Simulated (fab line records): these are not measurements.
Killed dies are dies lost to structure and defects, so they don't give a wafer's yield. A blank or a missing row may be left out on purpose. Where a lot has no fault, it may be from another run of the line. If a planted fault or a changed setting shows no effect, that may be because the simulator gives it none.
Matching of chambers | flow nand_harc | NHARC_P_GATE_DESCUM_93 on rie_diel-01 has 4 sister chambers
The step chemistry O2, time 3 s. 8 wafers are shown with their chamber, then 7 later ones without.

## WAFERS, EACH WITH ITS CHAMBER
wafer  | chamber | drypump_motor_current_A (A) | oes_product_au (a.u.)
L885.1 | 1       | 5.7                         | 0.990
L886.4 | 1       | 5.7                         | 0.990
L887.5 | 3       | 6.0                         | 0.998
L888.1 | 0       | 5.5                         | 1.001
L888.2 | 2       | 5.4                         | 0.989
L888.6 | 3       | 6.0                         | 1.002
L889.2 | 2       | 5.4                         | 0.989
L889.4 | 0       | 5.4                         | 1.003

## WAFERS WITH NO CHAMBER GIVEN
wafer  | drypump_motor_current_A (A) | oes_product_au (a.u.)
L889.5 | 6.0                         | 0.989
L891.1 | 5.5                         | 1.011
L891.4 | 5.8                         | 0.990
L891.5 | 6.0                         | 1.012
L907.1 | 6.0                         | 0.995
L907.3 | 5.7                         | 1.006
L907.5 | 5.4                         | 1.001

## CHAMBER TAKEN BY EACH
wafer  | from the rows above     | in truth
L889.5 | can't be placed: 3 or 1 | 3
L891.1 | 0                       | 0
L891.4 | 1                       | 1
L891.5 | 3                       | 3
L907.1 | 3                       | 3
L907.3 | can't be placed: 0 or 3 | 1
L907.5 | 0                       | 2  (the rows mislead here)
4 of 7 placed correctly. Cannot be placed on the basis of these rows: 2; the candidates contain the true chamber in 1. Wrongly placed: 1.
How it was worked out, from the rows above alone: a wafer's distance from a chamber is the root of the sum, over the readings, of the square of ((its reading less the chamber's mean) divided by the reading's scatter). If the next closest chamber is less than 2 further off than the closest, the wafer can't be placed; otherwise it belongs to the closest. The mean given for a chamber averages the wafers shown for that chamber. The scatter is the square root of a quotient: the sum, over the shown wafers, of each reading's squared deviation from its chamber's mean, divided by wafers minus chambers.
